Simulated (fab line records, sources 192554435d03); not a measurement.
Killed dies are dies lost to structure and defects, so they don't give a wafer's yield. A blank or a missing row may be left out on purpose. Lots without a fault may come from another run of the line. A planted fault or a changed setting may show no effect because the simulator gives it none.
One fault seen from 3 desks | flow n5_finfet | each desk has only its own numbers; what lay behind them comes last
Where a reading is given only as a bound, like >300, the bound stands for it, and a mean or a difference that rests on one is marked > or <: the true number lies beyond.

THE METROLOGY DESK
What the gauges read, lot by lot, whatever tool the lot ran on: means of the sampled wafers that have a number. A lot is out of limits, marked OUT, if its mean lies more than 4 standard deviations from the usual mean; the brackets give that distance. Of its 10 readings 7 are shown: those that lie furthest out on some lot.
Columns: A = DIBL_P at N5_BEOL_M4_RC_MEAS_101, usual 36.6 mV/V; B = IOFF_N at N5_BEOL_M4_RC_MEAS_101, usual 0.155 nA/um; C = IOFF_P at N5_BEOL_M4_RC_MEAS_101, usual 0.211 nA/um; D = ION_N at N5_BEOL_M4_RC_MEAS_101, usual 671 uA/um; E = SS_P at N5_BEOL_M4_RC_MEAS_101, usual 73.4 mV/dec; F = VT_N at N5_BEOL_M4_RC_MEAS_101, usual 250.1 mV; G = VT_P at N5_BEOL_M4_RC_MEAS_101, usual -250.1 mV
lot  | first seen here | A    | B     | C     | D   | E    | F     | G
L872 | day 8 00:20     | 35.3 | 0.149 | 0.197 | 678 | 73.0 | 250.6 | -249.9
L879 | day 9 16:32     | 39.2 | 0.182 | 0.247 | 681 | 74.1 | 247.1 | -247.3
L891 | day 12 16:44    | 36.5 | 0.159 | 0.196 | 671 | 73.1 | 248.8 | -251.2
L892 | day 12 19:57    | 37.3 | 0.155 | 0.206 | 678 | 73.9 | 249.5 | -249.8
This desk's finding: nothing out of limits on any of the 4 lots.

THE TOOL OWNER'S DESK: rie_diel-01
The tool's own readings at N5_SD_EPI_N_ETCH_45 (etches SiOCN in CH3F/O2, target depth 6 nm): means of the sampled wafers that have a number, for each lot that ran on this tool. A lot is out of limits, marked OUT, if its mean lies more than 4 standard deviations from the usual mean; the brackets give that distance.
Columns: A = drypump_motor_current_A at N5_SD_EPI_N_ETCH_45, usual 5.7 A; B = oes_product_au at N5_SD_EPI_N_ETCH_45, usual 0.77 a.u.; C = rf_vpp_V at N5_SD_EPI_N_ETCH_45, usual 127.4 V; D = showerhead_plenum_p_Torr at N5_SD_EPI_N_ETCH_45, usual 1.99 Torr; E = throttle_valve_pct at N5_SD_EPI_N_ETCH_45, usual 23.36 %
lot  | first seen here | A   | B    | C     | D    | E
L879 | day 4 22:32     | 5.2 | 0.71 | 127.7 | 2.00 | 23.46
L891 | day 7 19:53     | 5.0 | 0.94 | 126.7 | 1.99 | 23.21
L892 | day 8 00:59     | 5.2 | 0.91 | 127.4 | 1.98 | 23.08
This desk's finding: nothing out of limits on any of the 3 lots.

THE DEFECT DESK
What the inspections along the route counted, lot by lot: means of the sampled wafers that have a number. A lot is out of limits, marked OUT, if its mean lies more than 4 standard deviations from the usual mean; the brackets give that distance.
Columns: A = raw_defect_count at N5_SD_EPI_N_INSPECT_26, usual 195; B = raw_defect_count at N5_SD_EPI_P_INSPECT_11, usual 2.1
lot  | first seen here | A              | B
L872 | day 3 06:41     | 157            | 1.3
L879 | day 5 02:35     | 179            | 2.7
L891 | day 8 00:05     | 1541 (+40) OUT | >300 (+99 or more) OUT
L892 | day 8 04:25     | 1544 (+40) OUT | >300 (+99 or more) OUT
This desk's finding: out of limits on L891, L892; first on L891, day 8 00:05 (raw_defect_count at N5_SD_EPI_N_INSPECT_26). In limits: L872, L879.

PUT TOGETHER
The defect desk could have raised an alarm at day 8 00:05, on L891, L892.
The metrology desk saw nothing out of limits.
The tool owner's desk saw nothing out of limits.
The metrology desk has L891, L892 on record, within its limits.
The tool owner's desk has L891, L892 on record, within its limits.
Of the lots named, all ran N5_SD_EPI_N_ETCH_45 on rie_diel-01.

WHAT THE SIMULATOR HAD PUT IN
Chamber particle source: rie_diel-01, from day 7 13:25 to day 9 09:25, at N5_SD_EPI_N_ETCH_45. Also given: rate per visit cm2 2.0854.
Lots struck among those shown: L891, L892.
Hours from the fault's start to each desk's first reading out of limits: the defect desk, 11.
